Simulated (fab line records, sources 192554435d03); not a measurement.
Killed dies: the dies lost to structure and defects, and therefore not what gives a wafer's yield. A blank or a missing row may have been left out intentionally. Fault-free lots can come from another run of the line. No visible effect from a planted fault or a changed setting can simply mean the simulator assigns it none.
Split-lot study | flow n5-finfet | 7 lots, 21 wafers read, on a route of 1938 steps

## ON THE SPLIT
At N5_BEOL_M0_CUTY_COAT_50 (time 60 s, resist thk 15 nm), the setting spin-rpm was moved away from the recipe's 1500 rpm on 7 of the 21 wafers read, by -9.5% to +7.8%. The other wafers ran this setting at the recipe's value.

The reading comes from the split's own step.

## THE READING
SiARC_of_BEOL_M0_CUTY_COAT_50.thk-nm (the simulator's own value, which no gauge read), in nm, at N5_BEOL_M0_CUTY_COAT_50 (time 60 s, resist thk 15 nm). The file gives no usual value for it. Here, 14 wafers ran the recipe; their average is 15.0 nm with a standard deviation of 0.07 nm.

wafer  | tool, chamber at the split | spin-rpm as run, rpm | against the recipe | SiARC_of_BEOL_M0_CUTY_COAT_50.thk-nm, nm | against lot-mates on the recipe
L080.4 | litho-track-05, 0          | 1500                 | recipe             | 15                                       | -
L080.5 | litho-track-05, 0          | 1439                 | -4.1%              | 15.2                                     | +0.2
L080.6 | litho-track-05, 0          | 1439                 | -4.1%              | 15.4                                     | +0.4
L084.2 | litho-track-01, 0          | 1500                 | recipe             | 15                                       | -
L084.5 | litho-track-01, 0          | 1500                 | recipe             | 15                                       | -
L084.4 | litho-track-01, 0          | 1603                 | +6.9%              | 14.4                                     | -0.6
L086.1 | litho-track-05, 0          | 1439                 | -4.1%              | 15.4                                     | +0.4
L086.2 | litho-track-05, 0          | 1439                 | -4.1%              | 15.4                                     | +0.4
L086.3 | litho-track-05, 0          | 1500                 | recipe             | 15                                       | -
L092.2 | litho-track-01, 0          | 1500                 | recipe             | 15                                       | -
L092.4 | litho-track-01, 0          | 1500                 | recipe             | 14.8                                     | -
L092.5 | litho-track-01, 0          | 1500                 | recipe             | 14.8                                     | -
L093.3 | litho-track-01, 0          | 1357                 | -9.5%              | 15.8                                     | +0.8
L093.4 | litho-track-01, 0          | 1500                 | recipe             | 15                                       | -
L093.6 | litho-track-01, 0          | 1500                 | recipe             | 15                                       | -
L094.1 | litho-track-01, 0          | 1500                 | recipe             | 15                                       | -
L094.6 | litho-track-01, 0          | 1500                 | recipe             | 15                                       | -
L094.5 | litho-track-01, 0          | 1617                 | +7.8%              | 14.4                                     | -0.6
L097.2 | litho-track-03, 0          | 1500                 | recipe             | 15                                       | -
L097.4 | litho-track-03, 0          | 1500                 | recipe             | 15                                       | -
L097.6 | litho-track-03, 0          | 1500                 | recipe             | 15                                       | -

THE FIT
A straight line over all 21 wafers: SiARC_of_BEOL_M0_CUTY_COAT_50.thk-nm changes by -0.0841 nm for each +1% of spin-rpm; r = -0.97; the points scatter about the line by 0.076 nm.
The same after taking each lot's own level away (the mean of its wafers on the recipe; 21 wafers): -0.0833 nm for each +1%; r = -0.98; scatter 0.056 nm.
Per that fit: largest spin-rpm move, reading shift of 0.79 nm.
Across the lots, their own levels run from 14.87 to 15.00 nm, a range of 1.9 times the standard deviation given above.
So the lot-to-lot level changes the slope little: the two slopes agree.
Check: +0.796 nm against its lot-mates is what the line predicts for one of the wafers moved furthest among these (-9.5%) when that wafer is left out of the fit. It came out at +0.8 nm against them.

## OTHER SPLITS ON THESE WAFERS
Before the reading, these wafers also passed through other splits. Each is held against what the fit with the lots' levels taken away leaves over:
other split on the same wafers          | wafers away from the commonest value | r with SiARC_of_BEOL_M0_CUTY_COAT_50.thk-nm (lot level and that fit taken away)
N5_MOL_CONTACT_COAG_PECVD_31 temp-c     | 5                                    | -0.38
N5_MOL_CONTACT_COAG_COAT_78 spin-rpm    | 4                                    | +0.15
N5_MOL_CONTACT_COAG_ETCHBACK_135 time-s | 11                                   | -0.20
N5_MOL_CONTACT_COAG_COAT_64 spin-rpm    | 8                                    | -0.14
N5_BEOL_M0_SAQP_EXPOSE_11 dose-mj       | 7                                    | -0.16
N5_BEOL_M0_SAQP_PEB_12 peb-time-s       | 8                                    | +0.18
N5_BEOL_M0_SAQP_CUT_ETCH_46 source-w    | 7                                    | -0.25

## FILE'S OWN FIT
SiARC_of_BEOL_M0_CUTY_COAT_50.thk-nm changes by -0.0831 nm for each +1% of spin-rpm, r = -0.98.
